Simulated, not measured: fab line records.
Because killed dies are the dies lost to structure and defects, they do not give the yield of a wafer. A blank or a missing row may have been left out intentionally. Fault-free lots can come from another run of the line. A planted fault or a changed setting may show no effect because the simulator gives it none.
Matching of chambers / flow nand harc / NHARC_A_BLC_CMP_25 on cmp-01: 4 sister chambers
The step polishes, t overpolish 30 s, target thk 150 nm. 16 wafers are shown with their chamber, then 7 later ones without.

== WAFERS WITH THEIR CHAMBER ==
wafer=L603.3; chamber=1; motor current A (A)=13.6; overpolish run s (s)=29.997; slurry flow ml min=150.5
wafer=L603.4; chamber=0; motor current A (A)=11.1; overpolish run s (s)=30.004; slurry flow ml min=150.5
wafer=L603.5; chamber=0; motor current A (A)=11.4; overpolish run s (s)=30.005; slurry flow ml min=150.2
wafer=L606.2; chamber=3; motor current A (A)=12.1; overpolish run s (s)=30.001; slurry flow ml min=149.9
wafer=L606.3; chamber=0; motor current A (A)=11.3; overpolish run s (s)=29.999; slurry flow ml min=149.8
wafer=L606.4; chamber=2; motor current A (A)=10.6; overpolish run s (s)=29.993; slurry flow ml min=149.3
wafer=L612.3; chamber=3; motor current A (A)=11.8; overpolish run s (s)=30.003; slurry flow ml min=149.7
wafer=L612.4; chamber=1; motor current A (A)=14.2; overpolish run s (s)=29.989; slurry flow ml min=149.7
wafer=L621.1; chamber=2; motor current A (A)=11.8; overpolish run s (s)=29.988; slurry flow ml min=149.8
wafer=L621.2; chamber=3; motor current A (A)=12.1; overpolish run s (s)=30.002; slurry flow ml min=149.8
wafer=L621.4; chamber=0; motor current A (A)=11.9; overpolish run s (s)=30.011; slurry flow ml min=150.1
wafer=L622.1; chamber=3; motor current A (A)=11.4; overpolish run s (s)=29.998; slurry flow ml min=150.5
wafer=L622.2; chamber=2; motor current A (A)=10.9; overpolish run s (s)=29.996; slurry flow ml min=150.1
wafer=L622.5; chamber=0; motor current A (A)=12.5; overpolish run s (s)=30.009; slurry flow ml min=150.6
wafer=L624.2; chamber=2; motor current A (A)=11.9; overpolish run s (s)=29.980; slurry flow ml min=149.2
wafer=L624.3; chamber=3; motor current A (A)=11.8; overpolish run s (s)=30.013; slurry flow ml min=150.1

SIGNATURES, as means of the wafers listed above
reading=motor current A; chamber 0=11.640; chamber 1=13.900; chamber 2=11.300; chamber 3=11.840; scatter within a chamber=0.504
reading=overpolish run s; chamber 0=30.00560; chamber 1=29.99300; chamber 2=29.98925; chamber 3=30.00340; scatter within a chamber=0.00574
reading=slurry flow ml min; chamber 0=150.240; chamber 1=150.100; chamber 2=149.600; chamber 3=150.000; scatter within a chamber=0.373
Rule: distance of a wafer from a chamber = root of the sum over the readings of ((wafer's reading minus chamber's mean) / reading's scatter) squared. The wafer belongs to the nearest chamber; if the next one is less than 2 further off, it can't be placed. How the scatter is found: for the shown wafers, subtract from each reading the mean of its chamber, square and add these, divide the total by (wafers less chambers), then take the root.

== WAFERS WITHOUT THEIR CHAMBER ==
wafer=L624.5; motor current A (A)=11.7; overpolish run s (s)=30.004; slurry flow ml min=149.6
wafer=L623.2; motor current A (A)=11.5; overpolish run s (s)=30.001; slurry flow ml min=150.4
wafer=L623.3; motor current A (A)=14.5; overpolish run s (s)=29.987; slurry flow ml min=149.6
wafer=L623.4; motor current A (A)=11.3; overpolish run s (s)=30.001; slurry flow ml min=149.9
wafer=L625.1; motor current A (A)=14.5; overpolish run s (s)=30.001; slurry flow ml min=150.3
wafer=L625.2; motor current A (A)=12.0; overpolish run s (s)=30.004; slurry flow ml min=150.0
wafer=L625.3; motor current A (A)=11.8; overpolish run s (s)=29.997; slurry flow ml min=150.3

== WHICH CHAMBER EACH WENT THROUGH ==
wafer=L624.5; from the rows above=can't be placed: 3 or 0 or 2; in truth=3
wafer=L623.2; from the rows above=can't be placed: 0 or 3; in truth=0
wafer=L623.3; from the rows above=1; in truth=1
wafer=L623.4; from the rows above=can't be placed: 3 or 0 or 2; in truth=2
wafer=L625.1; from the rows above=1; in truth=1
wafer=L625.2; from the rows above=can't be placed: 3 or 0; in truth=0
wafer=L625.3; from the rows above=can't be placed: 3 or 0 or 2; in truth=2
Correct placement for 2 of the 7. Can't be placed from these rows: 5 (the true chamber is among the candidates in 5). Placed wrongly: 0.
